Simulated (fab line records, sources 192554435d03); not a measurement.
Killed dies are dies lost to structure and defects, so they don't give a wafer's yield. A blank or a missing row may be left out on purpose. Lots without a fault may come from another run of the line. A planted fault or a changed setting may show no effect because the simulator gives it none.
Problem report in the 8D (eight disciplines) form, filled by code | flow n5_finfet | the parts of the form that need people (team, actions taken, sign-off) are left out

1. THE PROBLEM
oes_product_au at N5_BEOL_M6_ETCH_62 reads a mean of 0.28 a.u. on 9 wafers of 3 lots; wafers without a fault read 0.65 a.u. with a standard deviation of 0.06. That is -6.1 standard deviations from the usual mean.
The step: etches SOC in N2/H2, target depth 110 nm, overetch 22 nm, time 165 s.
First seen on wafer L117.2, day 10 18:28, on rie_diel-04. The record holds 45 wafers of 15 lots with a number at this step. Rule for "out", or "out of limits": more than 4 standard deviations from the usual mean. The other wafers with a number count as sound.

2. WHAT IT IS AND WHAT IT IS NOT
question                    | is                     | is not
which readings at this step | oes_product_au         | drypump_motor_current_A, rf_vpp_V, showerhead_plenum_p_Torr, temp_c, throttle_valve_pct
which lots                  | L117, L118, L119       | L108, L110, L111, L115, L120, L121, L123, L125, L126, L127, L128, L129
which wafers of those lots  | all that have a number | -
read on which tools         | rie_diel-04            | rie_diel-05, rie_diel-06
when                        | from day 10 18:28      | up to then (12 sound wafers); but 24 sound wafers of L120, L121, L123, L125, L126, L127, L128, L129 came after

3. SUSPECTS, AND WHAT RULES EACH OUT
Counting: a tool at a process step up to the reading stays a suspect if it ran every lot that is out and no sound lot after the first of them.
- cvd_co-02 at N5_BEOL_M5_PRE_CLEAN_77 (time 15 s): ruled out as a lasting fault. Sound lots L121, L125, L128, L129 ran on it after its first lot that is out, L117 (day 10 15:45).
- rie_diel-04 at N5_BEOL_M6_DESCUM_16 (chemistry O2, time 7.9 s): ruled out as a lasting fault. Sound lots L123, L128 ran on it after its first lot that is out, L117 (day 10 18:22).
- rie_diel-04 at N5_BEOL_M6_ETCH_61 (etches SiARC in CF4, target depth 45.5 nm, time 75.8 s): ruled out as a lasting fault. Sound lots L123, L128 ran on it after its first lot that is out, L117 (day 10 18:24).
- rie_diel-04 at N5_BEOL_M6_ETCH_62 (etches SOC in N2/H2, target depth 110 nm, overetch 22 nm, time 165 s): ruled out as a lasting fault. Sound lots L123, L128 ran on it after its first lot that is out, L117 (day 10 18:28).
Left after counting: nothing in the record.

4. THE CAUSE (what the simulator had put in)
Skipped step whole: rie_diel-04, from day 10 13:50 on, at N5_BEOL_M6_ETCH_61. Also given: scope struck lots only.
Counting ruled it out, wrongly.

5. THE CHAIN OF EFFECTS, in route order
Each row: a reading whose mean over the struck wafers that have a number lies more than 3 standard deviations from the usual. Only readings for which the record gives a usual standard deviation are gone through. hours: the time from each lot's start at the first step in this table that gives one to its start at this step, as a median over the lots. sigmas: the change in usual standard deviations.
hours | step                  | reading            | usual     | on struck wafers | change | sigmas
0     | N5_BEOL_M6_ETCH_62    | oes_product_au     | 0.65 a.u. | 0.28             | -0.37  | -6.1
0     | N5_BEOL_M6_HM_OPEN_17 | oes_product_au     | 0.70 a.u. | 0.30             | -0.40  | -8.6
0     | N5_BEOL_M6_HM_OPEN_17 | throttle_valve_pct | 22.04 %   | 22.70            | +0.66  | +4.4
The process steps in it:
- N5_BEOL_M6_ETCH_62: etches SOC in N2/H2, target depth 110 nm, overetch 22 nm, time 165 s.
- N5_BEOL_M6_HM_OPEN_17: chemistry Cl2/BCl3, target TiN, target depth 20 nm, overetch 6 nm.
Readings that are blank on the struck wafers while sound wafers have them: bias_w at N5_BEOL_M6_ETCH_61; cf4_flow_sccm at N5_BEOL_M6_ETCH_61; drypump_motor_current_A at N5_BEOL_M6_ETCH_61; etch_rf_on_time_s at N5_BEOL_M6_ETCH_61; oes_product_au at N5_BEOL_M6_ETCH_61; rf_vpp_V at N5_BEOL_M6_ETCH_61; showerhead_plenum_p_Torr at N5_BEOL_M6_ETCH_61; throttle_valve_pct at N5_BEOL_M6_ETCH_61; and 1 more.

6. WHAT WOULD HAVE CAUGHT IT SOONER
In this record the first reading out of limits was taken at day 10 18:28, 5 hours after the fault began at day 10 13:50.
At N5_BEOL_M6_ETCH_61 the tool's readings are blank on the struck wafers, where sound wafers have them: an empty tool record is the first sign, and it was there at once.
